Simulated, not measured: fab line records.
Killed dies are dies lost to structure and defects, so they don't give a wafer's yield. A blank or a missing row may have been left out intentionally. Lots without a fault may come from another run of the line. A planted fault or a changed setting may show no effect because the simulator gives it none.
A struck lot beside a sound one | flow n5-finfet | 16 steps out of a route of 1938
Sound: wafers L324.1, L324.4, L324.5. Struck: wafer L344.4. (L344.5 of the same lot was not struck and is left out.) The cause comes at the end.
For every step that has rows: the tool of each side, followed by ch and its chambers, followed by its first start. Under that, the readings that differ: sound wafers | struck wafers | difference of the means | sigmas: that difference in standard deviations of wafers without a fault.
alike: readings with means less than 2 such deviations apart, plus words and numbers identical on both sides. not compared: withheld readings, readings lacking a value on some wafer, bounds such as >300 that could conceal the same value, and numbers that have no deviation in the record and whose values overlap.
A row with sigmas, a row that says differs or no value, or rows on one side alone: a step with any of these is where the two part. Numbers that have no deviation but don't overlap get no sigmas and don't part them. A reading missing from all wafers of one side parts the sides only when that side holds two or more wafers.

first, 1 step without rows for these wafers: N5_BEOL_M1_SPUTTER_92 (material Cu, target thk 4.5 nm, time 8.29 s).
N5_BEOL_M1_ANNEAL_93: time 240 s.
  sound: pvd-sputter-01 at day 6 19:50; struck: pvd-sputter-03 at day 12 06:52
  alike: heater-power-w
then, 1 step without rows for these wafers: N5_BEOL_M1_SPUTTER_94 (material Cu, target thk 4.5 nm, time 8.29 s).
N5_BEOL_M1_ANNEAL_95: time 240 s.
  sound: pvd-sputter-01 at day 6 20:04; struck: pvd-sputter-03 at day 12 07:05
  alike: heater-power-w
N5_BEOL_M1_SPUTTER_96: material Cu, target thk 4.5 nm, time 8.29 s.
  sound: pvd-sputter-01 at day 6 20:12; struck: pvd-sputter-03 at day 12 07:14
  alike: chamber-pressure-pa, substrate-temp-c, throttle-valve-pct
then, 2 steps without rows for these wafers: N5_BEOL_M1_ECD_50 (material Cu, target thk 300 nm); N5_BEOL_M1_ANNEAL_51 (time 90 s).
N5_BEOL_M1_CMP_52: polishes, stops on SiOC, t overpolish 6.8 s, target thk 40 nm.
  sound on cmp-04 ch 2,3, day 6 20:41; struck on cmp-04 ch 0, day 12 07:43
  alike: barrier-field-endpoint-s, motor-current-A, overpolish-run-s, retaining-ring-pressure-frac, time-to-endpoint-s
N5_BEOL_M1_THK_MEAS_53: measures by xrf.
  sound: film-metro-01 at day 6 20:59; struck: film-metro-02 at day 12 08:01
  alike: M1_THK
N5_BEOL_M1_PRE_CLEAN_60: time 15 s.
  sound on cvd-co-02 ch 0,2, day 6 21:01; struck on cvd-co-01 ch 1, day 12 08:04
  alike: heater-power-w, rf-fwd-power-W
then, 2 steps without rows for these wafers: N5_BEOL_M1_CO_CAP_55 (material Co, precursor CCTBA/H2, target thk 2 nm, time 102.1 s); N5_BEOL_M1_PRE_CLEAN_56 (time 15 s).
N5_BEOL_M1_DEP_57: deposits SiCN from 3MS/NH3, target thk 8 nm, time 14 s.
  sound on pecvd-02 ch 0,1,2, day 6 21:11; struck on pecvd-02 ch 1, day 12 08:13
  reading                                  | sound | struck | difference | sigmas
  model.SiCN_of_BEOL_M1_DEP_57.thk-nm (nm) | 8 8 8 | 4.4    | -3.6       |
  alike: showerhead-plenum-p-Torr, throttle-valve-pct
  not compared: rf-fwd-power-W
N5_BEOL_M1_RS_MEAS_58: measures by four-point-probe.
  sound: film-metro-01 at day 6 21:15; struck: film-metro-01 at day 12 08:17
  alike: M1_RS
-- record jumps: 2 days separate the struck wafers' starts on either side; left off in module BEOL_M1, taken up again in module BEOL_M4, whose first shown step is the route's number 1111 --
N5_BEOL_M4_RC_MEAS_101:
  sound on prober-02 ch 0, day 8 18:53; struck on prober-01 ch 0, day 14 19:16
  alike: DIBL_N, DIBL_P, IOFF_N, IOFF_P, ION_N, ION_P, SS_N, SS_P, VT_N, VT_P
then, 1 step without rows for these wafers: N5_PASSIVATION_PROBE_49.

WHERE THEY PART
Nowhere in this record.

WHY: what had been put in by the simulator
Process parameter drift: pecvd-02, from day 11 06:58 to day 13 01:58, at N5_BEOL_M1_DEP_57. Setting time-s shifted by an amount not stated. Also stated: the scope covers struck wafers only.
